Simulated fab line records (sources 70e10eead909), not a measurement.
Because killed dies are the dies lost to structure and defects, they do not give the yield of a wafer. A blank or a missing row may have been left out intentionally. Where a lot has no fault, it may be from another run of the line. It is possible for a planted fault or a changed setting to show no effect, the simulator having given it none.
Matching of chambers -- flow nand-harc -- NHARC_A_BONDPAD_CMP_29 on cmp-04 has 4 sister chambers
The step polishes SiCN, target thk 200 nm. 8 wafers are shown with their chamber, then 10 later ones without.

WAFERS, EACH WITH ITS CHAMBER
wafer,chamber,motor-current-A (A),retaining-ring-pressure-frac
L074.2,0,12.6,1.003
L076.6,2,14.8,0.994
L078.4,2,14.7,1.004
L080.3,0,12.1,1.006
L080.6,1,11.3,0.998
L083.3,1,11.4,0.998
L082.1,3,14.2,1.006
L082.5,3,13.8,1.005

WAFERS WITH NO CHAMBER GIVEN
wafer,motor-current-A (A),retaining-ring-pressure-frac
L082.6,12.4,0.998
L093.3,13.5,1.002
L093.5,13.8,1.004
L093.6,11.7,1.010
L094.2,13.3,1.003
L094.3,11.3,0.994
L094.4,11.8,1.001
L095.3,13.7,1.007
L095.4,14.7,1.006
L095.6,12.0,1.002

EACH ONE'S CHAMBER
wafer,from the rows above,in truth
L082.6,0,0
L093.3,3,3
L093.5,3,3
L093.6,can't be placed: 0 or 1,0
L094.2,can't be placed: 3 or 0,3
L094.3,1,1
L094.4,can't be placed: 1 or 0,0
L095.3,3,3
L095.4,can't be placed: 2 or 3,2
L095.6,can't be placed: 0 or 1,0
Correctly placed: 5 of 10. Can't be placed from these rows: 5 (the true chamber is among the candidates in 5). 0 placed wrongly.
How it was worked out, from the rows above alone: a wafer's distance from a chamber is the root of the sum, over the readings, of the square of ((its reading less the chamber's mean) divided by the reading's scatter). If the next closest chamber is less than 2 further off than the closest, the wafer can't be placed; otherwise it belongs to the closest. The mean given for a chamber averages the wafers shown for that chamber. The scatter: take each reading less its chamber's mean, square it, sum over the shown wafers, divide by the number of wafers less the number of chambers, and take the root.
